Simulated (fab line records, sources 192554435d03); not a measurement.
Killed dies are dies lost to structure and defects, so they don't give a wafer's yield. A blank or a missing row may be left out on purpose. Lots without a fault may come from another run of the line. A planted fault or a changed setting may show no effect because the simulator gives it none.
fab line records | flow n5_finfet
record lots=7 wafers=39
route steps=1938 shown ZERO_LAYER@16 HKMG_FIN@449 MOL_CONTACT_COAG@584 BEOL_M0_SAQP@676 BEOL_M0_CUTY@711 BEOL_M0@715
start_h: hours from the record's first day to the start of the lot's first wafer shown | wait_h: hours since the lot's step before | " the same as in the row above | L1.1+2: a row that stands for several wafers | - no value, or no start given | * or withheld: withheld | < > ~ a bound
route shown NAME@n: a module of which the file shows steps, and the number in the route of the first | usual: mean/standard deviation of fault-free wafers | same: alike in all rows | chamber/n: place in a boat | sites: the reading at each site | _std_site: their standard deviation | _edge_site: outer sites' mean less inner sites' | radius_mm: how far each site lies from the wafer's centre | mask NAME#n: copy n | behind: the tool/chamber that last shaped the wafer | hold: why the lot was held/for how many hours/how that ended | device: the transistor (n, p or np) that didn't switch | end of line: the same wafers' tests at the end of the route | a step without rows: its recipe alone | killed: dies lost to structure and defects at the first sort, not the wafer's yield | map: a wafer's dies, x killed, . not, _ none there
set.NAME: the setting as run; set.NAME@STEP: as run at that earlier step | model.NAME: the simulator's own value behind a step, which no gauge read
lots whose settings were changed on purpose; a table a step, a row a wafer
## steps
# step N5_ZERO_LAYER_ETCH_18
# recipe chemistry=HBr/Cl2 target=Si target_depth_a=1200 time_s=40 pressure_mtorr=10 icp_w=800 bias_w=75 HBr_flow_sccm=150 Cl2_flow_sccm=80
# columns lot.wafer tool chamber start_h wait_h set.target_depth_a model.ZERO_LAYER.feature_depth_nm model.etch.depth_nm model.coat_of_ZERO_LAYER_COAT_05.thk_nm
L076.1 rie_si-06 0 25.03 0.0 1200 119 119 926.9
L076.2 " 2 " " 1594 164 164 913.1
L076.3 " 3 " " 1200 120.4 120.4 927.3
L076.4 " 1 " " 1594 161 161 914.4
L076.5 " 0 " " 1594 158.7 158.7 914.9
L076.6 " 1 " " 1200 120.2 120.2 923.2
L079.1 rie_si-05 0 43.08 0.0 1680 166.1 166.1 914.1
L079.2 " 3 " " 1200 119.3 119.3 932.2
L079.3 " 2 " " 1680 165.3 165.3 923.4
L079.4 " 1 " " 1200 115.9 115.9 931.7
L079.5 " 2 " " 1200 118.5 118.5 930.2
L079.6 " 1 " " 1680 164.2 164.2 914.8
L080.1 rie_si-06 0 48.91 0.0 1200 119.7 119.7 930.5
L080.2 " 3 " " 1200 120.4 120.4 930.2
L080.3 " 1 " " 1200 121.3 121.3 932
L080.4 " 2 " " 1200 123.7 123.7 931.1
L080.5 " 1 " " 1200 120.6 120.6 930.8
L080.6 " 0 " " 1200 119 119 931.4
L082.1 rie_si-01 2 60.83 0.0 1561 158.7 158.7 918.5
L082.2 " 0 " " 1561 156 156 921.9
L082.3 " 3 " " 1561 156.2 156.2 921.2
L082.4 " 1 " " 1200 123.7 123.7 930.4
L082.5 " 2 " " 1200 121.9 121.9 931.5
L082.6 " 3 " " 1200 120.7 120.7 934.8
L084.1 rie_si-06 1 72.80 0.1 1200 119.8 119.8 928.2
L084.5 " 2 " " 1200 122.9 122.9 929.3
L084.6 " 1 " " 1200 120.1 120.1 930.3
L086.1 rie_si-06 0 85.19 0.0 1200 117.2 117.2 929.1
L086.2 " 3 " " 1200 120 120 925.6
L086.3 " 2 " " 1200 121.5 121.5 925.6
L086.4 " 1 " " 1814 181.5 181.5 908.6
L086.5 " 0 " " 1814 177.2 177.2 910.7
L086.6 " 1 " " 1814 181.4 181.4 907.9
L092.1 rie_si-06 0 120.80 0.0 1200 117 117 922.9
L092.2 " 1 " " 1200 120.8 120.8 920.2
L092.3 " 3 " " 1200 120.9 120.9 923.3
L092.4 " 2 " " 1200 121.9 121.9 921.9
L092.5 " 1 " " 1200 120.9 120.9 921.5
L092.6 " 0 " " 1200 116.1 116.1 925.7
# step N5_ZERO_LAYER_STRIP_24
# recipe chemistry=O2 power_w=1000 temp_c=250 overash_fraction=0.3 pressure_mtorr=1000 o2_flow_sccm=6750
# usual strip_time_to_endpoint_s=43.84/0.095
# columns lot.wafer tool chamber start_h wait_h set.target_depth_a@ZERO_LAYER_ETCH_18 strip_time_to_endpoint_s
L076.1 plasma_asher-01 0 25.13 0.1 1200 43.75
L076.2 " 1 " " 1594 43.33
L076.3 " 0 " " 1200 43.76
L076.4 " 1 " " 1594 43.37
L076.5 " 1 " " 1594 43.38
L076.6 " 0 " " 1200 43.64
L079.1 plasma_asher-02 1 43.18 0.1 1680 43.37
L079.2 " 0 " " 1200 43.90
L079.3 " 1 " " 1680 43.63
L079.4 " 0 " " 1200 43.88
L079.5 " 1 " " 1200 43.85
L079.6 " 0 " " 1680 43.37
L080.1 plasma_asher-02 1 49.02 0.1 1200 43.86
L080.2 " 0 " " 1200 43.84
L080.3 " 1 " " 1200 43.88
L080.4 " 0 " " 1200 43.89
L080.5 " 1 " " 1200 43.86
L080.6 " 0 " " 1200 43.86
L082.1 plasma_asher-02 1 60.94 0.1 1561 43.50
L082.2 " 0 " " 1561 43.58
L082.3 " 1 " " 1561 43.55
L082.4 " 0 " " 1200 43.84
L082.5 " 0 " " 1200 43.89
L082.6 " 1 " " 1200 43.98
L084.1 plasma_asher-02 0 72.90 0.1 1200 43.79
L084.5 " 1 " " 1200 43.83
L084.6 " 0 " " 1200 43.85
L086.1 plasma_asher-01 1 85.30 0.1 1200 43.80
L086.2 " 0 " " 1200 43.71
L086.3 " 1 " " 1200 43.70
L086.4 " 0 " " 1814 43.20
L086.5 " 1 " " 1814 43.24
L086.6 " 0 " " 1814 43.17
L092.1 plasma_asher-02 1 120.91 0.1 1200 43.62
L092.2 " 0 " " 1200 43.55
L092.3 " 1 " " 1200 43.64
L092.4 " 0 " " 1200 43.61
L092.5 " 1 " " 1200 43.58
L092.6 " 0 " " 1200 43.71
# step N5_HKMG_FIN_ALD_71
# recipe material=TiN target_thk_a=10 temp_c=400 ald_precursor_family=TiCl4 ald_co_reactant=NH3 pulse_time_s=1 purge_time_s=3 co_reactant_purge_time_s=2 co_reactant_pulse_time_s=2 ald_cycles=47 pressure_torr=3
# columns lot.wafer tool chamber start_h wait_h set.ald_cycles model.TiN_of_HKMG_FIN_ALD_71.thk_nm
L076.1+5+6 ald_metal-03 0,1,2 92.52 0.0 47 1
L076.2+3+4 " 3,1,2 " " 73 1.6
L079.1+4+5 ald_metal-01 3,1,0 107.52 0.0 59 1.2
L079.2+3+6 " 0,2,3 " " 47 1
L080.1+2+5 ald_metal-03 3,1,2 116.22 0.0 64 1.4
L080.3+4+6 " 2,0,3 " " 47 1
L082.1+2+3+4+5+6 ald_metal-01 3,2,0,1,0,1 126.44 0.0 47 1
L084.1+5+6 ald_metal-03 2,2,1 136.14 0.0 47 1
L086.1+5+6 ald_metal-04 3,2,1 152.82 0.0 47 1
L086.2+3+4 " 1,2,3 " " 35 0.8
L092.1+3+6 ald_metal-03 0,2,2 187.90 0.0 57 1.2
L092.2+4+5 " 1,0,1 " " 47 1
# step N5_MOL_CONTACT_COAG_ETCHBACK_135
# recipe chemistry=CHF3 target=SiO2 target_depth_a=250 time_s=16.7 ion_energy_ev=200 pressure_mtorr=30 source_w=610 bias_w=170 Ar_flow_sccm=200 CHF3_flow_sccm=50
# columns lot.wafer tool chamber start_h wait_h set.time_s model.SOC_of_MOL_CONTACT_COAG_COAT_75.thk_nm
L076.1+6 rie_diel-03 1 116.42 0.0 9.784 58.4
L076.2 " 3 " " 9.784 58.2
L076.3+4+5 " 0,0,3 " " 16.7 57.2
L079.1+6 rie_diel-04 3,1 128.12 0.0 16.7 57.4
L079.2+3+4 " 1,2,0 " " 22.05 56.6
L079.5 " 0 " " 16.7 57.6
L080.1+3 rie_diel-03 1,3 137.96 0.0 16.7 57.2
L080.2 " 0 " " 24.36 55.8
L080.4 " 2 " " 24.36 56.2
L080.5 " 0 " " 16.7 57.4
L080.6 " 3 " " 24.36 56
L082.1+2+4+5 rie_diel-05 1,3,2,0 148.78 0.0 16.7 57.6
L082.3 " 0 " " 16.7 57.2
L082.6 " 1 " " 16.7 57.4
L084.1+6 rie_diel-03 0,3 158.54 0.0 16.7 57.4
L084.5 " 2 " " 16.7 57.6
L086.1+3+6 rie_diel-04 2,3,1 172.49 0.0 16.7 57.6
L086.2+5 " 1,2 " " 26 56
L086.4 " 3 " " 26 56.2
L092.1 rie_diel-05 3 211.02 0.0 16.7 57.6
L092.2+3+4+5 " 1,0,1,0 " " 16.7 57.4
L092.6 " 3 " " 16.7 57.8
# step N5_MOL_CONTACT_COAG_STRIP_118
# recipe chemistry=CHF3 resist=SiARC rf_frequency_hz=6e+07
# step N5_MOL_CONTACT_COAG_VIA_ETCH_46
# recipe chemistry=C4F6/O2 target_depth_a=460 overetch_a=92 mask_material=SOC target=SiO2 bias_w=455 pressure_mtorr=10 time_s=40 source_w=325 Ar_flow_sccm=300 C4F6_flow_sccm=10 O2_flow_sccm=10 ion_energy_ev=575.3 ends=end_point
# columns lot.wafer tool chamber start_h wait_h set.time_s@MOL_CONTACT_COAG_ETCHBACK_135 model.SOC_of_MOL_CONTACT_COAG_COAT_75.thk_nm
L076.1+6 rie_diel-03 1 116.45 0.0 9.784 51.6
L076.2 " 3 " " 9.784 51.4
L076.3+4 " 0 " " 16.7 50.6
L076.5 " 3 " " 16.7 50.2
L079.1+5 rie_diel-04 3,0 128.15 0.0 16.7 51
L079.2 " 1 " " 22.05 50
L079.3+4 " 2,0 " " 22.05 50.2
L079.6 " 1 " " 16.7 50.8
L080.1+3 rie_diel-03 1,3 137.99 0.0 16.7 50.2
L080.2+6 " 0,3 " " 24.36 49.2
L080.4 " 2 " " 24.36 49.6
L080.5 " 0 " " 16.7 50.8
L082.1+2+5 rie_diel-05 1,3,0 148.81 0.0 16.7 51.2
L082.3 " 0 " " 16.7 50.8
L082.4+6 " 2,1 " " 16.7 51
L084.1 rie_diel-03 0 158.58 0.0 16.7 50.8
L084.5 " 2 " " 16.7 51
L084.6 " 3 " " 16.7 50.6
L086.1 rie_diel-04 2 172.52 0.0 16.7 51.2
L086.2 " 1 " " 26 49.4
L086.3+6 " 3,1 " " 16.7 51
L086.4+5 " 3,2 " " 26 49.6
L092.1+6 rie_diel-05 3 211.05 0.0 16.7 51.2
L092.2+3+5 " 1,0,0 " " 16.7 51
L092.4 " 1 " " 16.7 50.8
# step N5_BEOL_M0_SAQP_SPACER2_ALD_26
# recipe material=SiO2 target_thk_a=150 temp_c=300 ald_precursor_family=BDEAS ald_co_reactant=O2-plasma pulse_time_s=1 purge_time_s=2 co_reactant_purge_time_s=2 pressure_torr=2
# columns lot.wafer tool chamber start_h wait_h set.target_thk_a model.SiO2_of_BEOL_M0_SAQP_SPACER2_ALD_26.thk_nm
L076.1+4+5 ald_sin-03 3,1,2 126.66 0.1 150 15
L076.2+3+6 " 0,2,1 " " 67.11 6.8
L079.1+6 ald_sin-01 1 139.31 0.1 225.4 22.4
L079.2+3+5 " 3,2,2 " " 150 15
L079.4 " 0 " " 225.4 22.6
L080.1+5+6 ald_sin-02 2,0,1 147.94 0.1 85.63 8.6
L080.2+3+4 " 0,3,1 " " 150 15
L082.1 ald_sin-01 1 161.69 0.7 78.91 8
L082.2+6 " 2,1 " " 150 15
L082.3 " 3 " " 150 15.2
L082.4+5 " 2,3 " " 78.91 7.8
L084.1+6 ald_sin-01 3,2 169.29 0.5 150 15
L084.5 " 1 " " 150 14.8
L086.1+2+6 ald_sin-01 2,1,3 187.20 0.6 150 15
L086.3+4+5 " 0,3,0 " " 211.4 21.2
L092.1+4+5 ald_sin-03 3,2,0 220.94 0.1 150 15
L092.2+3+6 " 0,1,3 " " 150 15.2
# step N5_BEOL_M0_SAQP_SPACER2_ETCHBACK_27
# recipe chemistry=CHF3/O2 mode=anisotropic_etchback target=SiO2 target_depth_a=225 time_s=11.25 pressure_mtorr=30 source_w=650 bias_w=170 Ar_flow_sccm=200 CHF3_flow_sccm=50 O2_flow_sccm=5 ion_energy_ev=200
# step N5_BEOL_M0_SAQP_MANDREL2_REMOVE_110
# recipe chemistry=HBr/Cl2/O2 bt_time_s=10 target=a-Si stop_on=SiCN endpoint=OES-SiCl over_etch_frac=1 icp_w=600 bias_w=30 HBr_flow_sccm=150 Cl2_flow_sccm=80 O2_flow_sccm=5 pressure_mtorr=10
# columns lot.wafer tool chamber start_h wait_h set.target_thk_a@BEOL_M0_SAQP_SPACER2_ALD_26 model.BEOL_M0_SAQP.cd_nm
L076.1+5 rie_si-03 1 127.30 0.1 150 15
L076.2+3+6 " 3,0,2 " " 67.11 6.8
L076.4 " 2 " " 150 15.2
L079.1+4+6 rie_si-04 3,0,1 139.95 0.1 225.4 22.4
L079.2+3 " 2,1 " " 150 15
L079.5 " 0 " " 150 14.8
L080.1+6 rie_si-02 1 148.60 0.1 85.63 8.6
L080.2+4 " 0,2 " " 150 15
L080.3 " 3 " " 150 15.2
L080.5 " 2 " " 85.63 8.4
L082.1+4+5 rie_si-02 1,0,1 162.34 0.1 78.91 7.8
L082.2+3 " 3,2 " " 150 15
L082.6 " 2 " " 150 14.8
L084.1+6 rie_si-04 3,0 169.93 0.1 150 15
L084.5 " 3 " " 150 14.8
L086.1+2+6 rie_si-03 2,3,2 187.83 0.1 150 15
L086.3+4 " 0,1 " " 211.4 21
L086.5 " 1 " " 211.4 21.2
L092.1+4+5 rie_si-03 0,2,1 221.58 0.1 150 15
L092.2+3+6 " 1,3,2 " " 150 15.2
# step N5_BEOL_M0_SAQP_CD_MEAS_29
# recipe target_cd_nm=14.4 landing_energy_ev=1000 detector=se_inlens
# usual cd_nm=15.02/0.22
# columns lot.wafer tool chamber start_h wait_h set.target_thk_a@BEOL_M0_SAQP_SPACER2_ALD_26 cd_nm
L076.1 cd_sem-03 0 127.41 0.1 150 15.16
L076.2 " 0 " " 67.11 6.87
L076.3 " 0 " " 67.11 6.43
L076.4 " 0 " " 150 15.12
L076.5 " 0 " " 150 14.63
L076.6 " 0 " " 67.11 6.56
L079.1 cd_sem-02 0 140.06 0.1 225.4 22.78
L079.2 " 0 " " 150 15.03
L079.3 " 0 " " 150 15.03
L079.4 " 0 " " 225.4 22.38
L079.5 " 0 " " 150 14.89
L079.6 " 0 " " 225.4 22.49
L080.1 cd_sem-02 0 148.71 0.1 85.63 8.78
L080.2 " 0 " " 150 14.68
L080.3 " 0 " " 150 15.24
L080.4 " 0 " " 150 14.77
L080.5 " 0 " " 85.63 8.51
L080.6 " 0 " " 85.63 8.51
L082.1 cd_sem-01 0 162.45 0.1 78.91 7.72
L082.2 " 0 " " 150 14.73
L082.3 " 0 " " 150 15.00
L082.4 " 0 " " 78.91 7.97
L082.5 " 0 " " 78.91 7.96
L082.6 " 0 " " 150 15.02
L084.1 cd_sem-03 0 170.04 0.1 150 14.75
L084.5 " 0 " " 150 14.92
L084.6 " 0 " " 150 14.77
L086.1 cd_sem-02 0 187.94 0.1 150 15.09
L086.2 " 0 " " 150 14.82
L086.3 " 0 " " 211.4 21.05
L086.4 " 0 " " 211.4 21.12
L086.5 " 0 " " 211.4 21.33
L086.6 " 0 " " 150 15.01
L092.1 cd_sem-03 0 221.69 0.1 150 14.93
L092.2 " 0 " " 150 15.23
L092.3 " 0 " " 150 15.35
L092.4 " 0 " " 150 15.04
L092.5 " 0 " " 150 14.72
L092.6 " 0 " " 150 15.45
# step N5_BEOL_M0_SAQP_COAT_69
# recipe resist=SOC temp_c=250 time_s=60 spin_rpm=1500 resist_thk_nm=90
# step N5_BEOL_M0_SAQP_COAT_72
# recipe resist=SiARC temp_c=220 time_s=60 spin_rpm=1500 resist_thk_nm=15
# step N5_BEOL_M0_CUTY_DESCUM_61
# recipe chemistry=O2 time_s=7.9 source_power_w=50 bias_power_w=20 pressure_mtorr=20 rf_frequency_hz=2.712e+07 temp_c=40 resist=CAR-ArF-block o2_flow_sccm=225
# step N5_BEOL_M0_CUTY_ETCH_62
# recipe chemistry=CF4 target=SiARC mask_material=CAR-ArF-block time_s=58.5 ion_energy_ev=80 pressure_mtorr=40 source_w=545 bias_w=36 Ar_flow_sccm=100 cf4_flow_sccm=100 ends=cleared
# step N5_BEOL_M0_CUTY_ETCH_63
# recipe chemistry=N2/H2 target=SOC target_depth_a=827 overetch_a=165 mask_material=SiARC temp_c=40 ion_energy_ev=200 time_s=124 pressure_mtorr=30 source_w=840 bias_w=150 n2_flow_sccm=200 h2_flow_sccm=200
# columns lot.wafer tool chamber start_h wait_h set.target_thk_a@BEOL_M0_SAQP_SPACER2_ALD_26 model.SiO2_of_BEOL_M0_SAQP_SPACER2_ALD_26.thk_nm
L076.1+4 rie_diel-04 2,1 129.31 0.0 150 7.2
L076.2+3+6 " 3,0,2 " " 67.11 1.4
L076.5 " 3 " " 150 7
L079.1+4 rie_diel-04 3,2 141.84 0.0 225.4 14.6
L079.2+5 " 1,3 " " 150 7
L079.3 " 2 " " 150 7.2
L079.6 " 1 " " 225.4 14.4
L080.1+5+6 rie_diel-04 2,1,3 150.56 0.0 85.63 2
L080.2 " 1 " " 150 7
L080.3+4 " 3,2 " " 150 7.2
L082.1+4+5 rie_diel-04 1,1,3 164.27 0.0 78.91 1.6
L082.2+3+6 " 2,3,2 " " 150 7.2
L084.1 rie_diel-04 1 173.16 0.0 150 7.2
L084.5+6 " 1,3 " " 150 7
L086.1 rie_diel-03 2 190.12 0.0 150 7.2
L086.2+6 " 1,3 " " 150 7
L086.3 " 3 " " 211.4 13.2
L086.4+5 " 0 " " 211.4 13.4
L092.1+2+5+6 rie_diel-03 2,3,2,3 224.35 0.0 150 7.2
L092.3 " 0 " " 150 7.4
L092.4 " 1 " " 150 7
# step N5_BEOL_M0_CUTY_STRIP_64
# recipe chemistry=N2/H2 temp_c=40 n2_flow_sccm=200 h2_flow_sccm=200 rf_frequency_hz=6e+07
# step N5_BEOL_M0_ETCH_138
# recipe chemistry=CH3F/O2 target_depth_a=120 target=SiCN time_s=31.6 ion_energy_ev=120 pressure_mtorr=30 source_w=395 bias_w=75 Ar_flow_sccm=150 CH3F_flow_sccm=30 O2_flow_sccm=20 ends=cleared
# columns lot.wafer tool chamber start_h wait_h set.target_thk_a@BEOL_M0_SAQP_SPACER2_ALD_26 model.SiO2_of_BEOL_M0_SAQP_SPACER2_ALD_26.thk_nm
L076.1 rie_diel-04 2 129.43 0.0 150 5.2
L076.2+6 " 3,2 " " 67.11 0.8
L076.3 " 0 " " 67.11 0.6
L076.4+5 " 1,3 " " 150 5
L079.1+6 rie_diel-04 3,1 141.96 0.0 225.4 12.4
L079.2+5 " 1,3 " " 150 5
L079.3 " 2 " " 150 5.2
L079.4 " 2 " " 225.4 12.6
L080.1+5+6 rie_diel-04 2,1,3 150.69 0.0 85.63 1
L080.2 " 1 " " 150 5
L080.3+4 " 3,2 " " 150 5.2
L082.1+4+5 rie_diel-04 1,1,3 164.39 0.0 78.91 0.8
L082.2+3+6 " 2,3,2 " " 150 5.2
L084.1 rie_diel-04 1 173.28 0.0 150 5.2
L084.5+6 " 1,3 " " 150 5
L086.1 rie_diel-03 2 190.24 0.0 150 5.2
L086.2+6 " 1,3 " " 150 5
L086.3+4 " 3,0 " " 211.4 11.2
L086.5 " 0 " " 211.4 11.4
L092.1+2+5+6 rie_diel-03 3,0,3,2 224.47 0.0 150 5.2
L092.3 " 2 " " 150 5.4
L092.4 " 0 " " 150 5
# step N5_BEOL_M0_HM_OPEN_105
# recipe chemistry=Cl2/BCl3 target_depth_a=120 target=TiN ion_energy_ev=150 pressure_mtorr=10 icp_w=1000 bias_w=126 Cl2_flow_sccm=53.25 bcl3_flow_sccm=21.75 Ar_flow_sccm=25
# columns lot.wafer tool chamber start_h wait_h set.target_thk_a@BEOL_M0_SAQP_SPACER2_ALD_26 model.SiO2_of_BEOL_M0_SAQP_SPACER2_ALD_26.thk_nm
L076.1+4 rie_metal-03 1 129.99 0.5 150 2.8
L076.2+3+6 " 0,0,1 " " 67.11 0.4
L076.5 " 0 " " 150 2.6
L079.1+6 rie_metal-03 0 143.25 1.2 225.4 10
L079.2+5 " 1 " " 150 2.6
L079.3 " 0 " " 150 2.8
L079.4 " 1 " " 225.4 10.2
L080.1+5+6 rie_metal-01 0,0,1 151.23 0.5 85.63 0.4
L080.2 " 1 " " 150 2.6
L080.3 " 0 " " 150 3
L080.4 " 1 " " 150 2.8
L082.1+4+5 rie_metal-03 0 164.50 0.1 78.91 0.4
L082.2+3 " 1 " " 150 2.8
L082.6 " 1 " " 150 3
L084.1 rie_metal-03 0 175.36 2.0 150 2.8
L084.5+6 " 1,0 " " 150 2.6
L086.1 rie_metal-03 0 190.61 0.3 150 2.8
L086.2+6 " 1 " " 150 2.6
L086.3+4 " 1,0 " " 211.4 8.8
L086.5 " 0 " " 211.4 9
L092.1+2+5+6 rie_metal-01 1,0,1,0 227.61 3.1 150 2.8
L092.3 " 0 " " 150 3
L092.4 " 1 " " 150 2.4
## key
split step=N5_ZERO_LAYER_ETCH_18 setting=target_depth_a stated=1200 by=wafer
response step=N5_ZERO_LAYER_ETCH_18 reading=model.ZERO_LAYER.feature_depth_nm change=+1.19 per=1% r=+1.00
response step=N5_ZERO_LAYER_ETCH_18 reading=model.etch.depth_nm change=+1.19 per=1% r=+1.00
response step=N5_ZERO_LAYER_ETCH_18 reading=model.coat_of_ZERO_LAYER_COAT_05.thk_nm change=-0.355 per=1% r=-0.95
response step=N5_ZERO_LAYER_STRIP_24 reading=strip_time_to_endpoint_s change=* per=1% r=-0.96
split step=N5_HKMG_FIN_ALD_71 setting=ald_cycles stated=47 by=wafer
response step=N5_HKMG_FIN_ALD_71 reading=model.TiN_of_HKMG_FIN_ALD_71.thk_nm change=+0.0101 per=1% r=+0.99
split step=N5_MOL_CONTACT_COAG_ETCHBACK_135 setting=time_s stated=16.7 by=wafer
response step=N5_MOL_CONTACT_COAG_ETCHBACK_135 reading=model.SOC_of_MOL_CONTACT_COAG_COAT_75.thk_nm change=-0.0275 per=1% r=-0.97
response step=N5_MOL_CONTACT_COAG_VIA_ETCH_46 reading=model.SOC_of_MOL_CONTACT_COAG_COAT_75.thk_nm change=-0.0257 per=1% r=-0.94
split step=N5_BEOL_M0_SAQP_SPACER2_ALD_26 setting=target_thk_a stated=150 by=wafer
response step=N5_BEOL_M0_SAQP_SPACER2_ALD_26 reading=model.SiO2_of_BEOL_M0_SAQP_SPACER2_ALD_26.thk_nm change=+0.15 per=1% r=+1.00
response step=N5_BEOL_M0_SAQP_MANDREL2_REMOVE_110 reading=model.BEOL_M0_SAQP.cd_nm change=+0.15 per=1% r=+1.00
response step=N5_BEOL_M0_SAQP_CD_MEAS_29 reading=cd_nm change=+0.15 per=1% r=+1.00
response step=N5_BEOL_M0_CUTY_ETCH_63 reading=model.SiO2_of_BEOL_M0_SAQP_SPACER2_ALD_26.thk_nm change=+0.126 per=1% r=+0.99
response step=N5_BEOL_M0_ETCH_138 reading=model.SiO2_of_BEOL_M0_SAQP_SPACER2_ALD_26.thk_nm change=+0.11 per=1% r=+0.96
response step=N5_BEOL_M0_HM_OPEN_105 reading=model.SiO2_of_BEOL_M0_SAQP_SPACER2_ALD_26.thk_nm shape=bent at_lowest=0.4 at_stated=2.742 at_highest=10.07
